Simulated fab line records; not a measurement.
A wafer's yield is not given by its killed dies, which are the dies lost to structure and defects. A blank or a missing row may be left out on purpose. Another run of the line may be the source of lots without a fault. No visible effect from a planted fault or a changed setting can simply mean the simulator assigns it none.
Split-lot experiment + flow n5Finfet + 21 wafers read across 7 lots, on a route 1938 steps long

## THE SPLIT ITSELF
At N5_BEOL_M14_DEP_53 (deposits SiCN from 3MS/NH3, target thk 50 nm, time 17.8 s), the setting timeS was moved away from the recipe's 17.8 s on 5 of the 21 wafers read, by -7.7% to +8.5%. For the rest of the wafers, this setting stayed at what the recipe calls for.

The reading is taken at the split's own step.

## THE READING
SiCN_of_BEOL_M14_DEP_53.thkNm (the simulator's own value, which no gauge read), in nm, at N5_BEOL_M14_DEP_53 (deposits SiCN from 3MS/NH3, target thk 50 nm, time 17.8 s). The file gives no usual value for it. Average 50.1 nm, standard deviation 0.64 nm, over the 16 wafers here run with the recipe.

| wafer  | tool, chamber at the split | timeS as run, s | against the recipe | SiCN_of_BEOL_M14_DEP_53.thkNm, nm | against lot-mates on the recipe |
|--------|----------------------------|-----------------|--------------------|-----------------------------------|---------------------------------|
| L074.2 | pecvd-04, 2                | 17.8            | recipe             | 49.4                              | -                               |
| L074.4 | pecvd-04, 1                | 17.8            | recipe             | 50.6                              | -                               |
| L074.6 | pecvd-04, 2                | 17.8            | recipe             | 50.4                              | -                               |
| L078.3 | pecvd-02, 2                | 19.31           | +8.5%              | 54.4                              | +3.2                            |
| L078.5 | pecvd-02, 0                | 17.8            | recipe             | 51.2                              | -                               |
| L078.6 | pecvd-02, 1                | 19.31           | +8.5%              | 55                                | +3.8                            |
| L077.3 | pecvd-04, 1                | 19.01           | +6.8%              | 53.2                              | +3.0                            |
| L077.4 | pecvd-04, 0                | 17.8            | recipe             | 50.2                              | -                               |
| L077.6 | pecvd-04, 1                | 19.01           | +6.8%              | 53.4                              | +3.2                            |
| L079.2 | pecvd-03, 0                | 17.8            | recipe             | 49.2                              | -                               |
| L079.5 | pecvd-03, 2                | 16.43           | -7.7%              | 46.6                              | -3.2                            |
| L079.6 | pecvd-03, 0                | 17.8            | recipe             | 50.4                              | -                               |
| L082.2 | pecvd-03, 1                | 17.8            | recipe             | 49.4                              | -                               |
| L082.4 | pecvd-03, 0                | 17.8            | recipe             | 50                                | -                               |
| L082.6 | pecvd-03, 2                | 17.8            | recipe             | 50.4                              | -                               |
| L094.3 | pecvd-03, 2                | 17.8            | recipe             | 50.4                              | -                               |
| L094.4 | pecvd-03, 0                | 17.8            | recipe             | 51.2                              | -                               |
| L094.6 | pecvd-03, 2                | 17.8            | recipe             | 50.2                              | -                               |
| L096.1 | pecvd-02, 0,2              | 17.8            | recipe             | 49.2                              | -                               |
| L096.2 | pecvd-02, 0,2              | 17.8            | recipe             | 49.2                              | -                               |
| L096.6 | pecvd-02, 0                | 17.8            | recipe             | 50.2                              | -                               |
If several chambers appear in one row, that row covers several wafers at once and the file leaves open which wafer was in which chamber.

THE FIT
A straight line over all 21 wafers: SiCN_of_BEOL_M14_DEP_53.thkNm changes by +0.5 nm for each +1% of timeS; r = +0.95; the points scatter about the line by 0.61 nm.
The same after taking each lot's own level away (the mean of its wafers on the recipe; 21 wafers): +0.426 nm for each +1%; r = +0.97; scatter 0.43 nm.
On that fit, the largest move of timeS shifts the reading by 3.6 nm.
Measured against the standard deviation above, the lots' own levels, which go from 49.53 to 51.20 nm, span 2.6 times it.
So the slope is not independent of the lot-to-lot level: the two fits are not the same.
Check: for one of the wafers moved furthest among these (+8.5%), held out of the fit, the line's prediction against its lot-mates is +3.77 nm. It came out at +3.2 nm against them.

## ADDITIONAL SPLITS CARRIED BY THESE WAFERS
Before the reading, these wafers also passed through other splits. Each is held against what the fit with the lots' levels taken away leaves over:
| other split on the same wafers | wafers away from the commonest value | r with SiCN_of_BEOL_M14_DEP_53.thkNm (lot level and that fit taken away) |
|--------------------------------|--------------------------------------|--------------------------------------------------------------------------|
| N5_BEOL_M10_COAT_22 spinRpm    | 3                                    | +0.06                                                                    |
| N5_BEOL_M11_COAT_63 spinRpm    | 7                                    | +0.11                                                                    |
| N5_BEOL_M12_SPUTTER_44 timeS   | 9                                    | -0.08                                                                    |
| N5_BEOL_M13_SPUTTER_43 timeS   | 3                                    | +0.33                                                                    |
| N5_BEOL_M13_SPUTTER_44 powerW  | 9                                    | -0.14                                                                    |

## THE FILE'S OWN FIT
SiCN_of_BEOL_M14_DEP_53.thkNm changes by +0.425 nm for each +1% of timeS, r = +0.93.
